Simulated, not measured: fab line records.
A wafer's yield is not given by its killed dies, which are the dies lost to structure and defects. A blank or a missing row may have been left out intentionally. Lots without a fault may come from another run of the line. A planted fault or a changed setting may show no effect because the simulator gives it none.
fab line records	flow n5-finfet
record lots=24	wafers=72	last-day=19
route steps=1938 shown SD_EPI_P@314 ILD0@346 SDB@356 HKMG_FIN@388
lots with no fault: from the same line, run without faults
start-h: the number of hours between the record's first day and the start of the first shown wafer of the lot	wait-h: hours since the lot's step before	" repeats the value in the row above	L1.1+2: a row that stands for several wafers	- no value, or no start given	* or withheld: withheld	< > ~ a bound
route shown NAME@n: names a module that has steps shown in the file, with the first one's number in the route	usual: mean/standard deviation of fault-free wafers	same: alike in all rows	chamber/n: place in a boat	sites: readings site by site	_std_site: standard deviation across them	_edge_site: the outer-site mean with the inner-site mean subtracted	radius-mm: for every site, how far away it sits from the centre of the wafer	mask NAME#n: copy n	behind: the last tool/chamber to shape the wafer	hold: why the lot was held/for how many hours/how that ended	device: whichever transistor did not switch (one of n, p or np)	end of line: at the end of the route, the tests of the same wafers	for a step that has no rows: nothing shown but its recipe	killed: the dies lost at the first sort to structure and to defects; this is not the yield of the wafer	map: dies across one wafer; x = killed, . = not, _ = none there
set.NAME: the run value of the setting; set.NAME@STEP: its run value at that earlier step	model.NAME: the simulator's own value behind a step, which no gauge read
route steps across a sampled set of lots; one table per step, one row per wafer
services: from which hour (start-h, from the record's first day; less than 0 if before it) a tool's chamber was out of use, for how many hours, and why
## steps
# step N5_SD_EPI_P_SD_RECESS_17
# recipe chemistry=HBr/Cl2/O2	target-depth-a=391	bt-time-s=3	pressure-mtorr=10	icp-w=800	bias-w=112	HBr_flow_sccm=150	Cl2_flow_sccm=80	O2_flow_sccm=12
# usual drypump-motor-current-A=5.7/0.4	oes_o_777_au=1.002/0.02	oes-product-au=1.002/0.015	throttle-valve-pct=37.0/0.35
lot.wafer	tool	chamber	start-h	wait-h	drypump-motor-current-A	oes_o_777_au	oes-product-au	rf-hours-counter-h	throttle-valve-pct
L074.1	rie-si-03	0	54.48	0.0	5.6	0.959	0.991	3	37.3
L074.3	"	3	"	"	6.0	1.012	0.984	12	37.0
L074.5	"	0	"	"	5.5	0.959	0.986	-	37.3
L075.1	rie-si-04	3	64.80	0.0	5.9	1.011	1.012	79	37.7
L075.4	"	0	"	"	5.2	0.988	0.994	189	36.8
L075.6	"	1	"	"	5.1	1.005	0.983	-	36.8
L076.2	rie-si-04	2	68.91	0.0	6.2	1.011	1.015	100	36.6
L076.3	"	3	"	"	5.9	0.995	1.009	79	37.7
L076.6	"	2	"	"	6.1	1.015	1.021	-	36.6
L077.2	rie-si-04	1	72.30	0.0	5.1	1.006	0.986	5	36.8
L077.3	"	2	"	"	6.1	1.013	1.022	100	36.6
L077.4	"	0	"	"	5.2	0.992	0.998	189	36.8
L078.1	rie-si-03	2	81.61	0.0	6.2	1.025	1.005	26	36.8
L078.3	"	3	"	"	6.0	1.006	0.987	13	37.0
L078.6	"	1	"	"	6.2	0.988	0.987	-	37.1
L079.2	rie-si-04	0	84.39	0.0	5.3	0.995	1.008	190	36.8
L079.3	"	3	"	"	5.9	1.007	1.020	79	37.7
L079.5	"	1	"	"	5.1	1.011	0.991	-	36.8
L080.1	rie-si-04	3	90.92	0.0	5.9	1.002	1.012	79	37.7
L080.3	"	2	"	"	6.1	1.011	1.014	100	36.6
L080.4	"	1	"	"	5.1	1.006	0.978	5	36.8
L081.1	rie-si-04	3	95.60	0.0	5.9	1.005	1.008	79	37.7
L081.4	"	2	"	"	6.1	1.003	1.014	100	36.6
L081.6	"	1	"	"	5.1	1.000	0.982	-	36.8
L082.1	rie-si-05	0	105.59	0.0	5.2	0.982	0.990	45	37.1
L082.3	"	1	"	"	5.5	1.020	1.021	165	37.7
L082.6	"	3	"	"	5.8	1.034	1.015	-	36.6
L083.1	rie-si-03	1	109.02	0.0	6.3	0.991	1.002	16	37.1
L083.2	"	2	"	"	6.2	1.025	1.001	27	36.8
L083.3	"	3	"	"	6.0	1.004	0.990	13	37.0
L084.3	rie-si-04	1	119.01	0.0	5.1	1.014	0.987	5	36.8
L084.4	"	2	"	"	6.1	1.007	1.018	100	36.6
L084.6	"	1	"	"	5.1	1.004	0.990	-	36.8
L085.3	rie-si-04	2	124.00	0.0	6.1	1.011	1.021	101	36.5
L085.5	"	0	"	"	5.2	0.993	0.995	-	36.8
L085.6	"	3	"	"	5.9	1.002	1.020	-	37.7
L086.1	rie-si-03	1	127.32	0.0	6.3	0.987	0.986	17	37.1
L086.4	"	0	"	"	5.6	0.963	0.990	4	37.3
L086.5	"	0	"	"	5.5	0.963	0.987	-	37.3
L087.1	rie-si-05	1	131.60	0.0	5.5	1.019	1.027	166	37.6
L087.4	"	2	"	"	5.6	1.015	1.022	80	37.2
L087.5	"	1	"	"	5.5	1.023	1.018	-	37.6
L088.3	rie-si-03	0	140.56	0.0	5.6	0.958	0.987	5	37.3
L088.5	"	0	"	"	5.6	0.962	0.993	-	37.3
L088.6	"	1	"	"	6.3	0.983	1.002	-	37.1
L089.2	rie-si-05	1	145.61	0.0	5.5	1.019	1.020	166	37.6
L089.3	"	3	"	"	5.8	1.034	1.018	148	36.6
L089.5	"	2	"	"	5.6	1.021	1.018	-	37.2
L090.1	rie-si-05	2	153.76	0.0	5.6	1.018	1.020	81	37.2
L090.3	"	3	"	"	5.8	1.035	1.019	148	36.6
L090.6	"	0	"	"	5.2	0.984	0.981	-	37.1
L091.1	rie-si-04	2	159.21	0.0	6.1	1.002	1.014	101	36.6
L091.4	"	3	"	"	5.9	1.004	1.017	81	37.7
L091.6	"	0	"	"	5.3	0.998	0.998	-	36.8
L092.2	rie-si-05	3	163.32	0.0	5.8	1.030	1.021	148	36.6
L092.3	"	0	"	"	5.2	0.986	0.980	46	37.1
L092.6	"	3	"	"	5.8	1.041	1.019	-	36.6
L093.1	rie-si-05	2	169.59	0.0	5.6	1.019	1.013	81	37.2
L093.3	"	0	"	"	5.2	0.987	0.977	46	37.1
L093.5	"	2	"	"	5.6	1.023	1.016	-	37.2
L094.3	rie-si-05	1	177.54	0.0	5.5	1.014	1.030	166	37.6
L094.5	"	2	"	"	5.6	1.019	1.016	-	37.2
L094.6	"	1	"	"	5.4	1.009	1.028	-	37.6
L095.2	rie-si-04	2	180.90	0.0	6.1	1.010	1.025	102	36.6
L095.4	"	1	"	"	5.1	1.001	0.981	-	36.8
L095.5	"	2	"	"	6.1	1.008	1.019	-	36.6
L096.3	rie-si-03	0	185.70	0.0	5.6	0.958	0.996	5	37.3
L096.4	"	1	"	"	6.2	0.988	0.999	18	37.1
L096.5	"	0	"	"	5.6	0.966	0.999	-	37.3
L097.1	rie-si-03	1	191.24	0.0	6.3	0.987	0.995	18	37.1
L097.3	"	0	"	"	5.5	0.953	0.981	5	37.3
L097.4	"	2	"	"	6.2	1.025	1.007	28	36.8
# step N5_ILD0_INSPECT_06
# recipe inspect-instrument=darkfield	mode=post-cmp
# usual raw-defect-count=40/18
lot.wafer	tool	chamber	start-h	wait-h	raw-defect-count
L074.1	defect-inspect-01	-	65.61	0.0	34
L074.3	"	-	"	"	16
L074.5	"	-	"	"	40
L075.1	defect-inspect-01	-	76.57	0.0	23
L075.4	"	-	"	"	67
L075.6	"	-	"	"	19
L076.2	defect-inspect-01	-	80.43	0.0	29
L076.3	"	-	"	"	24
L076.6	"	-	"	"	49
L077.2	defect-inspect-02	-	82.50	0.0	50
L077.3	"	-	"	"	49
L077.4	"	-	"	"	37
L078.1	defect-inspect-01	-	92.36	0.0	31
L078.3	"	-	"	"	24
L078.6	"	-	"	"	44
L079.2	defect-inspect-02	-	95.66	0.0	44
L079.3	"	-	"	"	42
L079.5	"	-	"	"	37
L080.1	defect-inspect-02	-	101.86	0.0	29
L080.3	"	-	"	"	47
L080.4	"	-	"	"	32
L081.1	defect-inspect-02	-	105.95	0.0	56
L081.4	"	-	"	"	50
L081.6	"	-	"	"	64
L082.1	defect-inspect-02	-	115.91	0.0	58
L082.3	"	-	"	"	55
L082.6	"	-	"	"	57
L083.1	defect-inspect-02	-	120.06	0.0	29
L083.2	"	-	"	"	21
L083.3	"	-	"	"	33
L084.3	defect-inspect-02	-	129.07	0.0	39
L084.4	"	-	"	"	25
L084.6	"	-	"	"	34
L085.3	defect-inspect-02	-	135.51	0.0	35
L085.5	"	-	"	"	28
L085.6	"	-	"	"	21
L086.1	defect-inspect-01	-	139.55	0.0	46
L086.4	"	-	"	"	40
L086.5	"	-	"	"	27
L087.1	defect-inspect-01	-	141.73	0.0	23
L087.4	"	-	"	"	32
L087.5	"	-	"	"	55
L088.3	defect-inspect-01	-	154.11	0.0	33
L088.5	"	-	"	"	54
L088.6	"	-	"	"	22
L089.2	defect-inspect-02	-	156.66	0.0	105
L089.3	"	-	"	"	65
L089.5	"	-	"	"	93
L090.1	defect-inspect-01	-	164.81	0.0	24
L090.3	"	-	"	"	56
L090.6	"	-	"	"	22
L091.1	defect-inspect-02	-	170.24	0.0	50
L091.4	"	-	"	"	41
L091.6	"	-	"	"	26
L092.2	defect-inspect-02	-	175.36	0.0	38
L092.3	"	-	"	"	45
L092.6	"	-	"	"	34
L093.1	defect-inspect-01	-	179.83	0.0	48
L093.3	"	-	"	"	33
L093.5	"	-	"	"	43
L094.3	defect-inspect-02	-	189.93	0.0	24
L094.5	"	-	"	"	12
L094.6	"	-	"	"	10
L095.2	defect-inspect-02	-	192.15	0.0	26
L095.4	"	-	"	"	34
L095.5	"	-	"	"	37
L096.3	defect-inspect-02	-	197.37	0.0	48
L096.4	"	-	"	"	12
L096.5	"	-	"	"	36
L097.1	defect-inspect-02	-	203.35	0.0	35
L097.3	"	-	"	"	38
L097.4	"	-	"	"	45
# step N5_SDB_CD_MEAS_11
# recipe target-cd-nm=50	landing-energy-ev=500	detector=se-inlens	polarity=opening
# usual cd-nm=49.7/1.2
# same landing-energy-ev=500
lot.wafer	tool	chamber	start-h	wait-h	cd-nm
L074.1	cd-sem-01	0	65.97	-	50.0
L074.3	"	0	"	"	49.6
L074.5	"	0	"	"	50.5
L075.1	cd-sem-01	0	77.09	-	50.5
L075.4	"	0	"	"	51.6
L075.6	"	0	"	"	51.7
L076.2	cd-sem-02	0	80.92	-	49.5
L076.3	"	0	"	"	47.8
L076.6	"	0	"	"	49.0
L077.2	cd-sem-01	0	82.99	-	51.4
L077.3	"	0	"	"	49.4
L077.4	"	0	"	"	50.8
L078.1	cd-sem-01	0	92.85	-	46.7
L078.3	"	0	"	"	48.7
L078.6	"	0	"	"	48.2
L079.2	cd-sem-03	0	96.15	-	50.1
L079.3	"	0	"	"	51.0
L079.5	"	0	"	"	50.9
L080.1	cd-sem-01	0	102.35	-	49.1
L080.3	"	0	"	"	47.9
L080.4	"	0	"	"	48.6
L081.1	cd-sem-03	0	106.44	-	48.1
L081.4	"	0	"	"	49.1
L081.6	"	0	"	"	49.5
L082.1	cd-sem-01	0	116.40	-	48.5
L082.3	"	0	"	"	47.9
L082.6	"	0	"	"	46.6
L083.1	cd-sem-02	0	120.45	-	50.5
L083.2	"	0	"	"	49.6
L083.3	"	0	"	"	50.3
L084.3	cd-sem-01	0	129.56	-	50.4
L084.4	"	0	"	"	50.4
L084.6	"	0	"	"	51.8
L085.3	cd-sem-02	0	136.00	-	51.4
L085.5	"	0	"	"	49.3
L085.6	"	0	"	"	49.0
L086.1	cd-sem-01	0	140.07	-	49.7
L086.4	"	0	"	"	50.3
L086.5	"	0	"	"	48.9
L087.1	cd-sem-03	0	142.21	-	49.7
L087.4	"	0	"	"	51.3
L087.5	"	0	"	"	51.4
L088.3	cd-sem-02	0	154.48	-	47.8
L088.5	"	0	"	"	49.5
L088.6	"	0	"	"	47.8
L089.2	cd-sem-02	0	157.18	-	48.7
L089.3	"	0	"	"	49.5
L089.5	"	0	"	"	49.9
L090.1	cd-sem-03	0	165.20	-	50.1
L090.3	"	0	"	"	51.2
L090.6	"	0	"	"	49.8
L091.1	cd-sem-03	0	170.73	-	49.0
L091.4	"	0	"	"	48.7
L091.6	"	0	"	"	49.9
L092.2	cd-sem-03	0	175.85	-	48.6
L092.3	"	0	"	"	49.1
L092.6	"	0	"	"	50.3
L093.1	cd-sem-03	0	180.32	-	51.5
L093.3	"	0	"	"	49.8
L093.5	"	0	"	"	51.4
L094.3	cd-sem-01	0	190.42	-	49.0
L094.5	"	0	"	"	49.8
L094.6	"	0	"	"	48.1
L095.2	cd-sem-01	0	192.64	-	49.1
L095.4	"	0	"	"	48.6
L095.5	"	0	"	"	50.2
L096.3	cd-sem-02	0	197.86	-	51.6
L096.4	"	0	"	"	51.1
L096.5	"	0	"	"	51.9
L097.1	cd-sem-02	0	203.84	-	50.2
L097.3	"	0	"	"	50.9
L097.4	"	0	"	"	50.3
# step N5_SDB_STRIP_21
# recipe chemistry=CF4	resist=SiARC	power-w=300	bias-power-w=75	pressure-mtorr=50	cf4-flow-sccm=150	rf-frequency-hz=6e+07
# usual drypump-motor-current-A=5.7/0.51	oes-product-au=0.79/0.087	rf-vpp-V=271.3/1.4	showerhead-plenum-p-Torr=1.80/0.065	throttle-valve-pct=13.56/0.24
lot.wafer	tool	chamber	start-h	wait-h	drypump-motor-current-A	oes-product-au	rf-hours-counter-h	rf-vpp-V	showerhead-plenum-p-Torr	throttle-valve-pct
L074.1	rie-diel-06	2	66.51	0.0	5.4	0.71	205	271.9	1.85	13.79
L074.3	"	0	"	"	5.3	0.69	236	273.0	1.85	13.96
L074.5	"	2	"	"	5.4	0.71	-	270.8	1.85	13.79
L075.1	rie-diel-06	2	77.38	0.0	5.4	0.70	209	271.9	1.85	13.81
L075.4	"	1	"	"	5.9	0.98	-	272.9	1.92	13.38
L075.6	"	2	"	"	5.3	0.71	-	272.4	1.85	13.79
L076.2	rie-diel-03	2	81.21	0.0	5.6	0.87	40	272.0	1.75	13.54
L076.3	"	1	"	"	6.2	0.82	67	272.2	1.81	13.20
L076.6	"	2	"	"	5.6	0.88	-	269.3	1.75	13.53
L077.2	rie-diel-06	0	83.28	0.0	5.3	0.68	242	271.8	1.85	13.95
L077.3	"	1	"	"	5.9	0.97	4	274.4	1.92	13.37
L077.4	"	0	"	"	5.3	0.68	-	272.0	1.85	13.96
L078.1	rie-diel-06	0	93.15	0.0	5.3	0.68	246	271.6	1.84	13.96
L078.3	"	1	"	"	5.9	0.96	8	273.7	1.92	13.38
L078.6	"	0	"	"	5.3	0.68	-	272.1	1.85	13.96
L079.2	rie-diel-04	2	96.44	0.0	6.8	0.69	191	271.5	1.77	13.95
L079.3	"	3	"	"	5.8	0.72	162	272.5	1.79	13.47
L079.5	"	3	"	"	5.8	0.72	-	271.4	1.79	13.49
L080.1	rie-diel-03	2	102.64	0.0	5.6	0.87	46	271.2	1.75	13.58
L080.3	"	0	"	"	5.2	0.81	80	273.1	1.89	13.57
L080.4	"	1	"	"	6.2	0.81	73	272.4	1.81	13.20
L081.1	rie-diel-03	2	106.86	0.0	5.6	0.87	48	270.4	1.75	13.55
L081.4	"	0	"	"	5.2	0.80	82	271.9	1.89	13.56
L081.6	"	2	"	"	5.6	0.86	-	270.1	1.75	13.56
L082.1	rie-diel-03	2	116.70	0.0	5.6	0.87	50	271.0	1.75	13.58
L082.3	"	1	"	"	6.3	0.81	77	271.1	1.81	13.22
L082.6	"	1	"	"	6.3	0.81	-	272.9	1.81	13.22
L083.1	rie-diel-03	0	120.75	0.0	5.2	0.80	85	274.3	1.88	13.58
L083.2	"	2	"	"	5.6	0.86	50	270.2	1.75	13.59
L083.3	"	3	"	"	5.7	0.82	71	270.2	1.74	13.25
L084.3	rie-diel-06	1	129.85	0.0	5.9	0.92	19	272.1	1.92	13.39
L084.4	"	1	"	"	5.9	0.92	-	273.1	1.92	13.42
L084.6	"	3	"	"	5.0	0.96	-	272.8	1.91	13.60
L085.3	rie-diel-04	3	136.30	0.0	5.8	0.71	175	270.2	1.79	13.52
L085.5	"	1	"	"	5.7	0.76	-	270.0	1.73	13.39
L085.6	"	0	"	"	4.9	0.83	-	270.7	1.73	13.47
L086.1	rie-diel-04	0	140.37	0.0	5.0	0.82	80	269.5	1.73	13.46
L086.4	"	2	"	"	6.7	0.69	206	270.0	1.77	13.97
L086.5	"	2	"	"	6.8	0.69	-	270.4	1.77	14.00
L087.1	rie-diel-06	3	142.51	0.0	5.0	0.96	12	274.1	1.91	13.61
L087.4	"	0	"	"	5.2	0.96	3	271.8	1.84	13.40
L087.5	"	1	"	"	5.9	0.91	-	272.0	1.92	13.40
L088.3	rie-diel-03	2	154.77	0.0	5.6	0.84	62	268.8	1.75	13.60
L088.5	"	2	"	"	5.7	0.84	-	270.6	1.75	13.58
L088.6	"	1	"	"	6.3	0.80	-	271.9	1.81	13.26
L089.2	rie-diel-04	1	157.76	0.0	5.7	0.75	169	270.5	1.73	13.40
L089.3	"	3	"	"	5.8	0.70	181	270.8	1.78	13.52
L089.5	"	0	"	"	5.0	0.81	-	269.9	1.73	13.47
L090.1	rie-diel-06	0	165.49	0.0	5.2	0.94	9	272.6	1.84	13.42
L090.3	"	3	"	"	5.0	0.93	19	273.9	1.90	13.63
L090.6	"	1	"	"	5.9	0.90	-	273.1	1.92	13.41
L091.1	rie-diel-04	1	171.04	0.0	5.7	0.75	173	268.5	1.73	13.42
L091.4	"	0	"	"	4.9	0.81	90	270.4	1.73	13.48
L091.6	"	0	"	"	4.9	0.81	-	269.7	1.73	13.46
L092.2	rie-diel-04	0	176.49	0.0	4.9	0.81	92	269.7	1.73	13.51
L092.3	"	1	"	"	5.7	0.75	175	269.7	1.73	13.40
L092.6	"	1	"	"	5.7	0.74	-	269.5	1.73	13.41
L093.1	rie-diel-04	3	180.72	0.0	5.8	0.71	188	270.2	1.78	13.54
L093.3	"	2	"	"	6.8	0.68	216	270.4	1.77	14.00
L093.5	"	3	"	"	5.8	0.70	-	271.9	1.78	13.53
L094.3	rie-diel-03	1	190.84	0.0	6.2	0.79	101	272.1	1.80	13.29
L094.5	"	0	"	"	5.2	0.78	-	271.8	1.88	13.64
L094.6	"	1	"	"	6.3	0.79	-	270.6	1.80	13.27
L095.2	rie-diel-04	3	193.00	0.0	5.8	0.70	192	270.3	1.78	13.56
L095.4	"	1	"	"	5.8	0.74	181	269.9	1.73	13.43
L095.5	"	3	"	"	5.8	0.70	-	271.7	1.78	13.55
L096.3	rie-diel-03	1	198.15	0.0	6.3	0.79	104	271.3	1.80	13.29
L096.4	"	3	"	"	5.7	0.80	100	268.1	1.73	13.34
L096.5	"	2	"	"	5.6	0.82	-	269.5	1.74	13.65
L097.1	rie-diel-06	0	204.24	0.0	5.3	0.89	23	272.1	1.84	13.45
L097.3	"	3	"	"	4.9	0.91	32	273.1	1.90	13.65
L097.4	"	1	"	"	5.9	0.88	43	273.3	1.91	13.45
# step N5_SDB_THK_MEAS_31
# recipe reads=a-Si_of_DUMMY_GATE_CVD_03
# usual SDB_THK=64.1/0.99
lot.wafer	tool	chamber	start-h	wait-h	SDB_THK[nm]
L074.1	film-metro-02	-	70.69	-	63.5
L074.3	"	-	"	"	61.8
L074.5	"	-	"	"	64.1
L075.1	film-metro-01	-	81.00	-	65.5
L075.4	"	-	"	"	64.8
L075.6	"	-	"	"	64.3
L076.2	film-metro-02	-	86.07	-	65.8
L076.3	"	-	"	"	64.4
L076.6	"	-	"	"	64.0
L077.2	film-metro-01	-	86.93	-	64.2
L077.3	"	-	"	"	63.6
L077.4	"	-	"	"	64.1
L078.1	film-metro-01	-	96.87	-	63.8
L078.3	"	-	"	"	63.6
L078.6	"	-	"	"	63.0
L079.2	film-metro-02	-	100.05	-	64.0
L079.3	"	-	"	"	65.2
L079.5	"	-	"	"	65.0
L080.1	film-metro-02	-	106.60	-	64.2
L080.3	"	-	"	"	65.2
L080.4	"	-	"	"	63.6
L081.1	film-metro-02	-	110.47	-	64.1
L081.4	"	-	"	"	66.8
L081.6	"	-	"	"	65.6
L082.1	film-metro-02	-	120.31	-	64.2
L082.3	"	-	"	"	62.7
L082.6	"	-	"	"	64.7
L083.1	film-metro-02	-	125.30	-	64.5
L083.2	"	-	"	"	63.6
L083.3	"	-	"	"	63.0
L084.3	film-metro-01	-	133.54	-	63.5
L084.4	"	-	"	"	63.4
L084.6	"	-	"	"	64.2
L085.3	film-metro-02	-	139.91	-	65.4
L085.5	"	-	"	"	63.9
L085.6	"	-	"	"	64.4
L086.1	film-metro-01	-	143.99	-	64.6
L086.4	"	-	"	"	63.9
L086.5	"	-	"	"	63.6
L087.1	film-metro-02	-	146.13	-	65.0
L087.4	"	-	"	"	64.5
L087.5	"	-	"	"	63.9
L088.3	film-metro-02	-	159.11	-	64.3
L088.5	"	-	"	"	63.1
L088.6	"	-	"	"	63.8
L089.2	film-metro-02	-	161.82	-	64.7
L089.3	"	-	"	"	65.6
L089.5	"	-	"	"	65.3
L090.1	film-metro-01	-	169.11	-	64.8
L090.3	"	-	"	"	63.2
L090.6	"	-	"	"	62.5
L091.1	film-metro-01	-	174.66	-	65.3
L091.4	"	-	"	"	66.4
L091.6	"	-	"	"	63.9
L092.2	film-metro-02	-	180.39	-	63.6
L092.3	"	-	"	"	64.4
L092.6	"	-	"	"	61.6
L093.1	film-metro-02	-	184.33	-	64.2
L093.3	"	-	"	"	64.2
L093.5	"	-	"	"	63.2
L094.3	film-metro-02	-	194.53	-	63.1
L094.5	"	-	"	"	63.8
L094.6	"	-	"	"	62.8
L095.2	film-metro-01	-	196.62	-	63.2
L095.4	"	-	"	"	63.9
L095.5	"	-	"	"	65.1
L096.3	film-metro-01	-	201.77	-	64.0
L096.4	"	-	"	"	64.9
L096.5	"	-	"	"	63.0
L097.1	film-metro-02	-	207.85	-	63.7
L097.3	"	-	"	"	64.0
L097.4	"	-	"	"	65.3
# step N5_HKMG_FIN_ALD_74
# recipe material=La2O3	target-thk-a=5	temp-c=250	ald-precursor-family=La-Cp	ald-co-reactant=O3	pulse-time-s=6	co-reactant-pulse-time-s=1	purge-time-s=3	co-reactant-purge-time-s=3
# usual heater-power-outer-w=186/14	heater-power-w=350/34	precursor-pulse-height-rel=1.001/0.021
lot.wafer	tool	chamber	start-h	wait-h	heater-power-outer-w	heater-power-w	precursor-pulse-height-rel	since-wet-clean-h
L074.1	ald-hk-01	0	71.70	0.2	194	376	1.023	952
L074.3	"	2	"	"	192	349	1.003	952
L074.5	"	0	"	"	191	380	0.997	-
L075.1	ald-hk-02	2	82.06	0.2	197	380	0.960	1858
L075.4	"	3	"	"	191	419	1.031	1858
L075.6	"	0	"	"	145	286	1.022	-
L076.2	ald-hk-01	0	87.08	0.2	193	370	1.024	967
L076.3	"	3	"	"	178	292	1.001	967
L076.6	"	1	"	"	195	359	1.017	-
L077.2	ald-hk-03	0	87.94	0.2	187	335	1.026	58
L077.3	"	2	"	"	161	303	0.970	58
L077.4	"	3	"	"	193	359	0.994	58
L078.1	ald-hk-01	0	97.88	0.2	191	374	1.025	978
L078.3	"	2	"	"	194	357	0.962	978
L078.6	"	1	"	"	194	368	1.002	-
L079.2	ald-hk-03	3	101.07	0.2	194	360	1.006	71
L079.3	"	0	"	"	184	339	1.030	71
L079.5	"	0	"	"	184	335	1.003	-
L080.1	ald-hk-03	1	107.89	0.3	193	360	1.014	78
L080.3	"	3	"	"	194	349	1.040	78
L080.4	"	2	"	"	161	300	0.987	78
L081.1	ald-hk-02	0	111.49	0.2	149	290	1.021	1888
L081.4	"	1	"	"	194	358	1.034	1888
L081.6	"	3	"	"	200	416	0.997	-
L082.1	ald-hk-02	0	121.34	0.2	152	297	0.974	1897
L082.3	"	2	"	"	197	379	0.957	1897
L082.6	"	1	"	"	199	353	0.992	-
L083.1	ald-hk-01	0	126.31	0.2	196	376	1.010	1006
L083.2	"	2	"	"	191	358	1.016	1006
L083.3	"	3	"	"	174	293	1.003	1006
L084.3	ald-hk-03	3	134.55	0.1	199	359	0.997	105
L084.4	"	0	"	"	185	332	1.000	105
L084.6	"	2	"	"	164	303	1.005	-
L085.3	ald-hk-03	2	140.97	0.1	163	304	1.032	111
L085.5	"	0	"	"	187	326	0.985	-
L085.6	"	1	"	"	193	357	1.031	-
L086.1	ald-hk-02	0	145.15	0.2	150	289	1.012	1921
L086.4	"	1	"	"	195	359	0.993	1921
L086.5	"	0	"	"	150	292	0.986	-
L087.1	ald-hk-01	3	147.15	0.2	177	301	0.972	1027
L087.4	"	0	"	"	193	374	0.996	1027
L087.5	"	0	"	"	193	378	0.973	-
L088.3	ald-hk-03	3	160.13	0.1	195	353	1.013	130
L088.5	"	3	"	"	195	364	1.005	-
L088.6	"	0	"	"	189	335	0.979	-
L089.2	ald-hk-02	1	163.13	0.2	196	359	1.010	1939
L089.3	"	2	"	"	198	380	0.974	1939
L089.5	"	1	"	"	192	358	0.986	-
L090.1	ald-hk-01	1	170.14	0.2	193	374	1.007	1050
L090.3	"	3	"	"	175	298	0.995	1050
L090.6	"	1	"	"	201	366	0.976	-
L091.1	ald-hk-02	1	175.73	0.2	200	351	0.969	1952
L091.4	"	0	"	"	152	287	0.991	1952
L091.6	"	2	"	"	199	374	0.978	-
L092.2	ald-hk-02	1	181.94	0.2	202	353	0.976	1958
L092.3	"	3	"	"	198	414	1.001	1958
L092.6	"	2	"	"	200	388	1.015	-
L093.1	ald-hk-01	3	185.55	0.2	182	300	0.982	1066
L093.3	"	0	"	"	194	377	0.977	1066
L093.5	"	2	"	"	195	367	1.006	-
L094.3	ald-hk-01	2	195.79	0.1	186	352	1.014	1076
L094.5	"	1	"	"	194	361	1.047	-
L094.6	"	0	"	"	188	384	0.989	-
L095.2	ald-hk-01	3	197.91	0.2	174	301	0.958	1078
L095.4	"	2	"	"	193	354	0.991	1078
L095.5	"	2	"	"	194	364	1.014	-
L096.3	ald-hk-01	3	202.87	0.1	182	301	0.997	1083
L096.4	"	2	"	"	185	351	1.002	1083
L096.5	"	1	"	"	194	355	0.988	-
L097.1	ald-hk-01	3	208.93	0.2	177	304	1.024	1089
L097.3	"	0	"	"	193	372	0.983	1089
L097.4	"	2	"	"	191	354	1.018	1089
## services
tool	chamber	start-h	hours	kind
rie-diel-04	0	33.73	4.9	repair
rie-diel-06	3	40.78	3.3	repair
rie-si-05	2	48.90	11.0	repair
rie-diel-06	1	49.39	-	clean
rie-diel-06	1	49.39	-	consumable-replace:focus-ring
rie-diel-06	1	49.39	-	consumable-replace:showerhead
rie-diel-06	1	49.39	21.1	scheduled-down
rie-diel-06	1	49.39	21.1	vent-cycle
rie-si-03	-	57.21	0.3	repair
rie-diel-06	3	70.48	-	clean
rie-diel-06	3	70.48	-	consumable-replace:focus-ring
rie-diel-03	0	72.76	9.1	repair
rie-diel-06	-	74.08	0.7	repair
ald-hk-01	-	117.27	8.7	pm
ald-hk-01	-	138.86	2.8	pm
rie-diel-04	2	142.43	9.2	repair
rie-si-05	1	152.19	13.2	repair
rie-diel-04	3	166.11	2.1	repair
rie-si-03	-	175.14	2.8	pm
rie-si-04	0	175.68	-	clean
rie-si-04	0	175.68	15.7	scheduled-down
rie-si-04	0	175.68	15.7	vent-cycle
rie-diel-06	-	202.66	1.0	repair
ald-hk-01	-	207.47	1.3	repair
## key
fault none
